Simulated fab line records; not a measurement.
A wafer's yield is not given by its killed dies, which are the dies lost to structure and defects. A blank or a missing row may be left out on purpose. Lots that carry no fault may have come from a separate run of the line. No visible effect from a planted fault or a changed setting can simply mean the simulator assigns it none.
Chamber matching :: flow nand harc :: 4 sister chambers for NHARC_A_STAIRCASE_TRIM_187 on rie diel-07
The step chemistry O2, time 211.2 s. 4 wafers are shown with their chamber, then 9 later ones without.

EACH WAFER AND ITS CHAMBER
wafer: L082.2
chamber: 3
drypump motor current A (A): 6.0

wafer: L082.5
chamber: 1
drypump motor current A (A): 6.3

wafer: L081.2
chamber: 0
drypump motor current A (A): 5.1

wafer: L081.6
chamber: 2
drypump motor current A (A): 5.7

WAFERS WHOSE CHAMBER IS MISSING
wafer: L084.3
drypump motor current A (A): 6.3

wafer: L084.4
drypump motor current A (A): 6.0

wafer: L084.6
drypump motor current A (A): 5.7

wafer: L089.2
drypump motor current A (A): 6.0

wafer: L089.3
drypump motor current A (A): 5.8

wafer: L089.4
drypump motor current A (A): 6.3

wafer: L091.3
drypump motor current A (A): 5.1

wafer: L091.4
drypump motor current A (A): 5.8

wafer: L091.5
drypump motor current A (A): 5.7

EACH ONE'S CHAMBER
wafer: L084.3
from the rows above: 1
in truth: 1

wafer: L084.4
from the rows above: 3
in truth: 3

wafer: L084.6
from the rows above: 2
in truth: 2

wafer: L089.2
from the rows above: 3
in truth: 3

wafer: L089.3
from the rows above: 2
in truth: 2

wafer: L089.4
from the rows above: 1
in truth: 1

wafer: L091.3
from the rows above: 0
in truth: 0

wafer: L091.4
from the rows above: 2
in truth: 2

wafer: L091.5
from the rows above: 2
in truth: 2
Correct placement for 9 of the 9. From these rows, 0 cannot be placed. Number placed wrongly: 0.
How it was worked out, from the rows above alone: a wafer's distance from a chamber is the root of the sum, over the readings, of the square of ((its reading less the chamber's mean) divided by the reading's scatter). The wafer belongs to the nearest chamber; if the next one is less than 2 further off, it can't be placed. For every chamber, the mean is computed from those of its wafers that are shown. The scatter (one wafer shown for each chamber): square how far every hidden wafer sits from the nearest shown wafer, average those squares and take the square root.
